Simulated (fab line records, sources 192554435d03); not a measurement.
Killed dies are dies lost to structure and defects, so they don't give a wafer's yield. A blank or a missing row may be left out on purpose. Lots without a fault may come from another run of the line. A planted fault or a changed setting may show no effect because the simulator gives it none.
fab line records | flow n5_finfet
record lots=11 wafers=32 last_day=17
route steps=1938 shown BEOL_M14@1755 BEOL_M15@1773 PASSIVATION@1936
lots that met no fault: from a run of the same line without faults
start_h: hours from the record's first day to the start of the lot's first wafer shown | wait_h: hours since the lot's step before | " the same as in the row above | L1.1+2: a row that stands for several wafers | - no value, or no start given | * or withheld: withheld | < > ~ a bound
route shown NAME@n: a module of which the file shows steps, and the number in the route of the first | usual: mean/standard deviation of fault-free wafers | same: alike in all rows | chamber/n: place in a boat | sites: the reading at each site | _std_site: their standard deviation | _edge_site: outer sites' mean less inner sites' | radius_mm: how far each site lies from the wafer's centre | mask NAME#n: copy n | behind: the tool/chamber that last shaped the wafer | hold: why the lot was held/for how many hours/how that ended | device: the transistor (n, p or np) that didn't switch | end of line: the same wafers' tests at the end of the route | a step without rows: its recipe alone | killed: dies lost to structure and defects at the first sort, not the wafer's yield | map: a wafer's dies, x killed, . not, _ none there
set.NAME: the setting as run; set.NAME@STEP: as run at that earlier step | model.NAME: the simulator's own value behind a step, which no gauge read
steps of the route over a sample of lots; a table a step, a row a wafer
services: from which hour (start_h, from the record's first day; less than 0 if before it) a tool's chamber was out of use, for how many hours, and why
## steps
# step N5_BEOL_M14_OCD_MEAS_35
# usual trench_depth_nm=558/10
# columns lot.wafer tool chamber start_h wait_h trench_depth_nm
L704.3 ocd-02 - 236.47 0.0 560
L704.4 " - " " 576
L704.6 " - " " 576
L705.3 ocd-02 - 252.38 0.0 545
L705.4 " - " " 552
L705.6 " - " " 559
L707.1 ocd-01 - 264.52 0.0 554
L707.3 " - " " 560
L707.6 " - " " 559
L708.1 ocd-02 - 275.60 0.0 548
L708.3 " - " " 556
L708.5 " - " " 555
L709.1 ocd-02 - 276.71 0.0 557
L709.2 " - " " 557
L709.4 " - " " 555
L711.1 ocd-02 - 280.91 0.0 567
L711.2 " - " " 545
L711.3 " - " " 561
L712.3 ocd-01 - 293.85 0.0 546
L712.4 " - " " 552
L714.2 ocd-02 - 308.50 0.0 573
L714.4 " - " " 544
L714.5 " - " " 558
L718.1 ocd-01 - 334.07 0.0 562
L718.5 " - " " 560
L718.6 " - " " 569
L724.2 ocd-02 - 364.46 0.0 552
L724.3 " - " " 564
L724.5 " - " " 552
L726.1 ocd-02 - 381.50 0.0 561
L726.3 " - " " 563
L726.5 " - " " 559
# step N5_BEOL_M14_SPUTTER_45
# recipe material=Cu target_thk_a=1000 temp_c=-20 bias_v=60 power_w=26000 chamber_pressure_pa=0.13 time_s=16.67
# usual cathode_dc_power_W=26000/4.5 throttle_valve_pct=30.0/1.2
# columns lot.wafer tool chamber start_h wait_h cathode_dc_power_W throttle_valve_pct
L704.3 pvd_sputter-03 - 237.25 0.0 25999 29.9
L704.4 " - " " 25998 30.1
L704.6 " - " " 26000 30.2
L705.3 pvd_sputter-03 - 253.79 0.0 25998 30.0
L705.4 " - " " 25999 30.4
L705.6 " - " " 26007 30.1
L707.1 pvd_sputter-02 - 270.39 0.0 26004 29.9
L707.3 " - " " 25996 28.9
L707.6 " - " " 26008 28.7
L708.1 pvd_sputter-03 - 276.54 0.0 26003 32.2
L708.3 " - " " 26002 30.2
L708.5 " - " " 25999 31.8
L709.1 pvd_sputter-03 - 279.90 0.0 26001 29.8
L709.2 " - " " 26005 30.6
L709.4 " - " " 26003 30.1
L711.1 pvd_sputter-03 - 283.15 0.0 25996 32.0
L711.2 " - " " 25994 30.2
L711.3 " - " " 26005 30.1
L712.3 pvd_sputter-03 - 295.62 0.0 25998 32.0
L712.4 " - " " 25993 30.2
L714.2 pvd_sputter-01 - 313.07 0.0 25996 30.6
L714.4 " - " " 26010 29.3
L714.5 " - " " 26001 30.8
L718.1 pvd_sputter-01 - 335.04 0.0 26001 31.0
L718.5 " - " " 26002 29.0
L718.6 " - " " 25999 29.1
L724.2 pvd_sputter-01 - 366.59 0.0 26007 29.0
L724.3 " - " " 25999 30.9
L724.5 " - " " 26004 30.8
L726.1 pvd_sputter-03 - 382.67 0.0 25999 29.9
L726.3 " - " " 26004 32.2
L726.5 " - " " 25998 30.4
# step N5_BEOL_M15_ILD_DEP_00
# recipe material=SiO2 target_thk_a=16293 temp_c=400 precursor=TEOS/O2 pressure_torr=6.5 rf_w=900 teos_flow_sccm=161.4 gas=O2 flow_sccm=2650 time_s=346.1
# usual heater_power_w=594/100 showerhead_plenum_p_Torr=8.332/0.023 throttle_valve_pct=18.6/1.6
# columns lot.wafer tool chamber start_h wait_h heater_power_w showerhead_plenum_p_Torr throttle_valve_pct
L704.3 pecvd-04 2 238.73 0.0 777 8.331 18.1
L704.4 " 1 " " 642 8.298 19.4
L704.6 " 0 " " 468 8.315 19.4
L705.3 pecvd-01 2 254.88 0.0 724 8.358 16.5
L705.4 " 0 " " 667 8.330 17.3
L705.6 " 1 " " 474 8.325 21.5
L707.1 pecvd-04 0 271.48 0.0 471 8.302 19.6
L707.3 " 2 " " 715 8.376 18.1
L707.6 " 1 " " 635 8.336 19.4
L708.1 pecvd-04 1 277.65 0.0 743 8.333 19.6
L708.3 " 1 " " 637 8.332 19.3
L708.5 " 2 " " 622 8.365 18.0
L709.1 pecvd-04 1 281.19 0.0 709 8.328 19.6
L709.2 " 0 " " 502 8.318 19.5
L709.4 " 2 " " 609 8.347 18.2
L711.1 pecvd-04 0 284.24 0.0 546 8.325 19.7
L711.2 " 2 " " 643 8.361 18.0
L711.3 " 1 " " 741 8.336 19.3
L712.3 pecvd-02 1 296.71 0.0 521 8.330 19.4
L712.4 " 2 " " 519 8.313 17.1
L714.2 pecvd-01 2 314.59 0.0 675 8.375 16.4
L714.4 " 0 " " 513 8.310 17.1
L714.5 " 1 " " 569 8.313 21.4
L718.1 pecvd-02 2 336.65 0.0 495 8.311 17.2
L718.5 " 1 " " 432 8.361 19.4
L718.6 " 2 " " 390 8.323 17.2
L724.2 pecvd-02 0 367.94 0.0 554 8.327 18.5
L724.3 " 1 " " 544 8.378 19.5
L724.5 " 0 " " 451 8.317 18.6
L726.1 pecvd-04 0 383.79 0.0 619 8.300 19.6
L726.3 " 2 " " 765 8.329 18.0
L726.5 " 0 " " 472 8.320 19.5
# step N5_BEOL_M15_INSPECT_12
# recipe mode=adi inspect_instrument=macro
# usual raw_defect_count=2/1.5
# columns lot.wafer tool chamber start_h wait_h raw_defect_count
L704.3 defect_inspect-01 - 239.46 0.0 1
L704.4 " - " " 0
L704.6 " - " " 1
L705.3 defect_inspect-01 - 255.61 0.0 1
L705.4 " - " " 1
L705.6 " - " " 3
L707.1 defect_inspect-01 - 272.21 0.0 1
L707.3 " - " " 2
L707.6 " - " " 5
L708.1 defect_inspect-02 - 278.36 0.0 2
L708.3 " - " " 1
L708.5 " - " " 2
L709.1 defect_inspect-01 - 281.92 0.0 2
L709.2 " - " " 3
L709.4 " - " " 0
L711.1 defect_inspect-01 - 284.85 0.0 4
L711.2 " - " " 5
L711.3 " - " " 1
L712.3 defect_inspect-02 - 297.32 0.0 3
L712.4 " - " " 2
L714.2 defect_inspect-01 - 315.20 0.0 2
L714.4 " - " " 2
L714.5 " - " " 3
L718.1 defect_inspect-02 - 337.26 0.0 >300
L718.5 " - " " >300
L718.6 " - " " >300
L724.2 defect_inspect-02 - 368.55 0.0 >300
L724.3 " - " " >300
L724.5 " - " " >300
L726.1 defect_inspect-02 - 384.52 0.0 0
L726.3 " - " " 5
L726.5 " - " " 0
# step N5_BEOL_M15_ETCH_59
# recipe chemistry=N2/H2 target=BARC target_depth_a=890 overetch_a=267 time_s=67.9 ion_energy_ev=200 pressure_mtorr=30 source_w=840 bias_w=150 n2_flow_sccm=200 h2_flow_sccm=200
# usual chamber_pressure_mTorr=29.999/0.025 drypump_motor_current_A=5.7/0.41 oes_product_au=0.65/0.073 rf_vpp_V=523.3/2.4 showerhead_plenum_p_Torr=2.52/0.077 throttle_valve_pct=17.94/0.26
# columns lot.wafer tool chamber start_h wait_h chamber_pressure_mTorr drypump_motor_current_A oes_product_au rf_hours_counter_h rf_vpp_V showerhead_plenum_p_Torr throttle_valve_pct
L704.3 rie_diel-03 1 239.62 0.0 29.985 5.7 0.62 200 523.4 2.52 18.06
L704.4 " 2 " " 29.945 5.5 0.63 187 521.4 2.42 18.16
L704.6 " 2 " " 29.967 5.5 0.62 - 520.8 2.42 18.15
L705.3 rie_diel-03 0 255.68 0.0 29.997 5.7 0.62 170 525.5 2.66 18.22
L705.4 " 1 " " 30.007 5.7 0.62 205 523.9 2.51 18.06
L705.6 " 1 " " 30.002 5.8 0.62 - 524.7 2.51 18.05
L707.1 rie_diel-04 2 272.29 0.0 30.004 5.8 0.60 212 525.7 2.62 17.60
L707.3 " 1 " " 30.004 6.1 0.78 30 522.6 2.49 17.63
L707.6 " 1 " " 29.988 6.1 0.77 - 521.4 2.49 17.64
L708.1 rie_diel-01 3 278.43 0.0 30.010 5.8 0.60 209 520.1 2.42 17.91
L708.3 " 0 " " 30.035 5.3 0.78 23 524.4 2.58 17.84
L708.5 " 1 " " 30.068 6.0 0.72 - 526.0 2.56 17.47
L709.1 rie_diel-03 1 281.99 0.0 30.010 5.8 0.61 212 523.2 2.51 18.09
L709.2 " 2 " " 29.969 5.5 0.62 199 520.4 2.42 18.19
L709.4 " 3 " " 30.004 5.3 0.62 211 526.3 2.61 17.96
L711.1 rie_diel-04 1 284.92 0.0 29.979 6.1 0.78 34 523.1 2.48 17.65
L711.2 " 2 " " 29.966 5.7 0.59 217 526.5 2.62 17.60
L711.3 " 3 " " 29.989 5.9 0.60 249 523.2 2.50 18.32
L712.3 rie_diel-01 0 297.38 0.0 29.980 5.3 0.76 28 525.5 2.58 17.85
L712.4 " 3 " " 29.935 5.8 0.61 215 520.3 2.42 17.92
L714.2 rie_diel-04 2 315.36 0.0 29.975 5.7 0.59 227 525.1 2.62 17.64
L714.4 " 0 " " 30.006 4.7 0.57 243 519.9 2.40 18.31
L714.5 " 1 " " 30.019 6.1 0.75 - 523.6 2.48 17.66
L718.1 rie_diel-01 3 337.33 0.0 30.008 5.8 0.60 227 520.5 2.42 17.95
L718.5 " 0 " " 29.984 5.3 0.75 - 525.1 2.58 17.86
L718.6 " 1 " " 30.003 6.0 0.69 - 523.9 2.55 17.54
L724.2 rie_diel-01 2 368.61 0.0 30.002 6.3 0.59 228 522.3 2.51 18.18
L724.3 " 1 " " 29.992 6.0 0.69 91 525.3 2.55 17.54
L724.5 " 2 " " 29.965 6.3 0.60 - 522.1 2.51 18.18
L726.1 rie_diel-01 1 384.59 0.0 30.051 6.0 0.69 95 525.0 2.55 17.54
L726.3 " 0 " " 29.974 5.3 0.73 54 522.9 2.57 17.90
L726.5 " 2 " " 29.983 6.3 0.60 - 523.5 2.51 18.16
# step N5_PASSIVATION_PROBE_49
# usual defect_limited_yield=90.9/1.5 killed_at_M0_to_M3=36/9.9 killed_at_M4_up=13/4.5 killed_at_contacts=13/6.4 killed_at_front_end=42/12 killed_at_other=3.4/3 killed_dies=107/18 killed_open=69/13 killed_short=35/8.2 sort_bin_5_function=5.3/1.1 sort_bin_6_memory=3.4/0.69 sort_n_pass=1073/18 sort_yield_pct=90.9/1.5
# same gross_dies=1180 killed_at_back_side=0 sort_bin_4_leakage[%]=0 sort_bin_8_speed[%]=0
# columns lot.wafer tool chamber start_h wait_h defect_limited_yield[%] killed_at_M0_to_M3 killed_at_M4_up killed_at_contacts killed_at_front_end killed_at_other killed_dies killed_open killed_short sort_bin_5_function[%] sort_bin_6_memory[%] sort_n_pass sort_yield_pct[%]
L714.2 prober-01 - 333.62 0.1 92.1 34 17 9 32 1 93 52 34 4.2 3.1 1087 92.1
L714.4 prober-01 - 333.72 0.2 92.5 43 10 4 29 2 88 58 30 4.2 3.1 1092 92.5
L714.5 prober-01 - 333.77 0.2 91.8 27 3 11 53 3 97 57 39 4.4 3.6 1083 91.8
L718.1 prober-02 - 355.98 0.0 84.8 32 81 17 44 5 179 72 30 9.2 3.9 1001 84.8
L718.5 prober-02 - 356.18 0.2 80.1 48 119 14 54 0 235 83 41 12.3 4.8 945 80.1
L718.6 prober-02 - 356.23 0.3 86.0 31 83 14 36 1 165 68 24 8.2 3.8 1015 86.0
L724.2 prober-01 - 391.68 0.1 83.6 32 112 12 37 1 194 60 32 10.1 4.2 986 83.6
L724.3 prober-01 - 391.73 0.1 82.6 35 120 9 38 3 205 68 34 10.8 4.4 975 82.6
L724.5 prober-01 - 391.83 0.2 83.6 36 100 14 41 3 194 66 33 10.1 4.7 986 83.6
# killed by level:class
L714.2 BEOL_M0_SAQP:geometric_particle:short=12 BEOL_M1:geometric_particle:open=11 MOL_CONTACT_COAG:geometric_particle:open=8 DUMMY_GATE:geometric_particle:open=6 FIN_SAQP:geometric_particle:open=4 STI_FIN_REVEAL:geometric_particle:open=4 DUMMY_GATE:geometric_particle:short=4 BEOL_M0_SAQP:geometric_particle:open=4
L714.4 BEOL_M1:geometric_particle:open=11 FIN_SAQP:geometric_particle:open=10 FIN_SAQP:geometric_particle:short=9 BEOL_M0_SAQP:geometric_particle:short=9 BEOL_M2:geometric_particle:open=7 BEOL_M0_SAQP:geometric_particle:open=6 BEOL_M3:geometric_particle:open=6 DUMMY_GATE:geometric_particle:open=4
L714.5 FIN_SAQP:geometric_particle:short=12 STI_FIN_REVEAL:geometric_particle:open=11 DUMMY_GATE:geometric_particle:open=9 BEOL_M0_SAQP:geometric_particle:open=9 MOL_CONTACT_COAG:geometric_particle:open=8 BEOL_M0_SAQP:geometric_particle:short=8 BEOL_M1:geometric_particle:open=6 FIN_SAQP:geometric_particle:open=4
L718.1 BEOL_M15:unspecified=70 MOL_CONTACT_COAG:geometric_particle:open=15 STI_FIN_REVEAL:geometric_particle:open=10 FIN_SAQP:geometric_particle:open=9 BEOL_M0_SAQP:geometric_particle:short=7 BEOL_M2:geometric_particle:open=7 FIN_SAQP:geometric_particle:short=6 BEOL_M0_SAQP:geometric_particle:open=5
L718.5 BEOL_M15:unspecified=106 BEOL_M0_SAQP:geometric_particle:short=17 STI_FIN_REVEAL:geometric_particle:open=14 MOL_CONTACT_COAG:geometric_particle:open=13 FIN_SAQP:geometric_particle:open=11 BEOL_M0_SAQP:geometric_particle:open=11 BEOL_M3:geometric_particle:open=6 DUMMY_GATE:geometric_particle:open=5
L718.6 BEOL_M15:unspecified=71 MOL_CONTACT_COAG:geometric_particle:open=13 FIN_SAQP:geometric_particle:open=11 STI_FIN_REVEAL:geometric_particle:open=7 BEOL_M0_SAQP:geometric_particle:open=6 BEOL_M1:geometric_particle:open=6 BEOL_M2:geometric_particle:open=5 BEOL_M4:geometric_particle:open=4
L724.2 BEOL_M15:unspecified=96 FIN_SAQP:geometric_particle:open=14 FIN_SAQP:geometric_particle:short=11 MOL_CONTACT_COAG:geometric_particle:open=9 BEOL_M3:geometric_particle:open=8 BEOL_M2:geometric_particle:open=6 BEOL_M4:geometric_particle:open=6 STI_FIN_REVEAL:geometric_particle:open=4
L724.3 BEOL_M15:unspecified=102 BEOL_M4:geometric_particle:open=12 FIN_SAQP:geometric_particle:short=10 FIN_SAQP:geometric_particle:open=9 BEOL_M0_SAQP:geometric_particle:open=9 MOL_CONTACT_COAG:geometric_particle:open=8 DUMMY_GATE:geometric_particle:open=6 BEOL_M0_SAQP:geometric_particle:short=6
L724.5 BEOL_M15:unspecified=88 MOL_CONTACT_COAG:geometric_particle:open=10 FIN_SAQP:geometric_particle:short=8 BEOL_M4:geometric_particle:open=8 BEOL_M0_SAQP:geometric_particle:open=8 BEOL_M0_SAQP:geometric_particle:short=7 FIN_SAQP:geometric_particle:open=6 DUMMY_GATE:geometric_particle:open=6
## services
# columns tool chamber start_h hours kind
pecvd-04 - 218.53 6.0 pm
pecvd-02 0 238.79 12.3 repair
rie_diel-04 0 241.77 2.9 repair
rie_diel-03 3 243.02 4.6 repair
pecvd-04 0 259.29 2.1 scheduled_down
rie_diel-04 3 266.66 7.7 repair
pecvd-04 0 272.73 8.0 repair
pecvd-01 0 276.77 4.4 repair
pecvd-04 - 286.91 2.5 repair
rie_diel-04 3 288.44 - clean
rie_diel-04 3 288.44 - consumable_replace:focus_ring
rie_diel-04 3 288.44 14.5 scheduled_down
rie_diel-04 3 288.44 14.5 vent_cycle
pecvd-04 2 305.03 5.5 scheduled_down
rie_diel-03 2 305.25 9.0 repair
rie_diel-01 3 312.30 7.9 repair
rie_diel-01 0 314.42 5.3 repair
rie_diel-01 0 332.02 2.5 repair
rie_diel-04 0 340.23 7.5 repair
rie_diel-04 2 341.48 8.4 repair
pecvd-02 0 342.26 4.8 repair
rie_diel-04 0 350.00 - clean
rie_diel-03 - 354.71 1.2 repair
pecvd-04 - 374.48 1.1 repair
## key
first_sign step=N5_BEOL_M15_INSPECT_12 reading=raw_defect_count direction=up sigmas=99+ usual=2 struck=>300
effect step=N5_PASSIVATION_PROBE_49 reading=killed_at_M4_up direction=up sigmas=20 usual=13 struck=102
more_kills_born_at N5_BEOL_M15_ILD_DEP_00@pecvd-02=533
met_at N5_BEOL_M15_ILD_DEP_00
struck_lots L718,L724
not_acting_at N5_BEOL_M14_OCD_MEAS_35,N5_BEOL_M14_SPUTTER_45,N5_BEOL_M15_ETCH_59
onset_between 296.71 336.65
fault kind=chamber_particle_source tool=pecvd-02 chamber=- onset_h=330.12 steps=N5_BEOL_M15_ILD_DEP_00 rate_per_visit_cm2=0.6527 end_h=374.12
